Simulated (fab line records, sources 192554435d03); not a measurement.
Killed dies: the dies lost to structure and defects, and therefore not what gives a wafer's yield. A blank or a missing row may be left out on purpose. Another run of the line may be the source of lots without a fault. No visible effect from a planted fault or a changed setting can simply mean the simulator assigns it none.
Which tool was responsible? :: flow n5Finfet :: Sampling: 10 lots, 28 wafers, 2 of 1938 route steps

== WHAT EACH GAUGE READ, for each wafer ==
N5_BEOL_M4_RC_MEAS_101.
lot: L552
measured: day 7 20:24
on: prober-01
DIBL_N (mV/V): 37.7 36.3 38.5

lot: L554
measured: day 8 17:38
on: prober-01
DIBL_N (mV/V): 36.9 38.4 36.7

lot: L555
measured: day 8 18:03
on: prober-02
DIBL_N (mV/V): 34.7 36.7 35.4

lot: L557
measured: day 9 10:29
on: prober-01
DIBL_N (mV/V): 37.8 38.4 39.3

lot: L560
measured: day 10 02:59
on: prober-02
DIBL_N (mV/V): 37.6 35.8 35.6

lot: L562
measured: day 10 11:46
on: prober-01
DIBL_N (mV/V): 34.9 36.5 38.2

lot: L564
measured: day 11 09:55
on: prober-02
DIBL_N (mV/V): 36.5 35.6 36.6

lot: L565
measured: day 11 15:15
on: prober-01
DIBL_N (mV/V): 36.2 39.3 38.4

lot: L567
measured: day 12 13:26
on: prober-02
DIBL_N (mV/V): 35.5

lot: L569
measured: day 12 17:14
on: prober-01
DIBL_N (mV/V): 35.9

== WHAT TOOL EACH LOT RAN ON (gives the tool, then ch and the chambers of the sampled wafers, and finally the start) ==
lot: L552
N5_FIN_CUT_ETCH_21: rieDiel-01 ch 1,2, day 2 08:40

lot: L554
N5_FIN_CUT_ETCH_21: rieDiel-01 ch 1,2,3, day 2 21:18

lot: L555
N5_FIN_CUT_ETCH_21: rieDiel-03 ch 1,2, day 3 02:35

lot: L557
N5_FIN_CUT_ETCH_21: rieDiel-01 ch 0,1,3, day 3 15:22

lot: L560
N5_FIN_CUT_ETCH_21: rieDiel-06 ch 0,3, day 4 08:41

lot: L562
N5_FIN_CUT_ETCH_21: rieDiel-01 ch 0,2,3, day 4 20:46

lot: L564
N5_FIN_CUT_ETCH_21: rieDiel-01 ch 0,1,2, day 5 09:41

lot: L565
N5_FIN_CUT_ETCH_21: rieDiel-03 ch 0,2,3, day 5 14:30

lot: L567
N5_FIN_CUT_ETCH_21: rieDiel-01 ch 2,3, day 6 05:19

lot: L569
N5_FIN_CUT_ETCH_21: rieDiel-01 ch 2,3, day 7 00:31
- N5_FIN_CUT_ETCH_21: etches SOC in N2/H2, target depth 219 nm, overetch 43.8 nm, time 523.5 s.

== THE ANSWER, worked out from the rows above alone ==
Rule: the usual values come from the lots themselves. The widest of any qualifying gaps counts: lots, ordered by their means at a reading, are off when they make up no more than a third of the lots, leave a main group of 4 or more, and stand apart from it by 3 or more times the standard deviation of that group's means. If all means in a main group match to the digits the tables above print for the reading, that group is not used. A lot without any number at a reading at which 4 lots or more have one is off too. Where the step has rows for the other lots, those lots are counted as sound.
Nothing can be told from this: no lot is off at any reading shown.

== WHAT HAD BEEN PUT IN BY THE SIMULATOR ==
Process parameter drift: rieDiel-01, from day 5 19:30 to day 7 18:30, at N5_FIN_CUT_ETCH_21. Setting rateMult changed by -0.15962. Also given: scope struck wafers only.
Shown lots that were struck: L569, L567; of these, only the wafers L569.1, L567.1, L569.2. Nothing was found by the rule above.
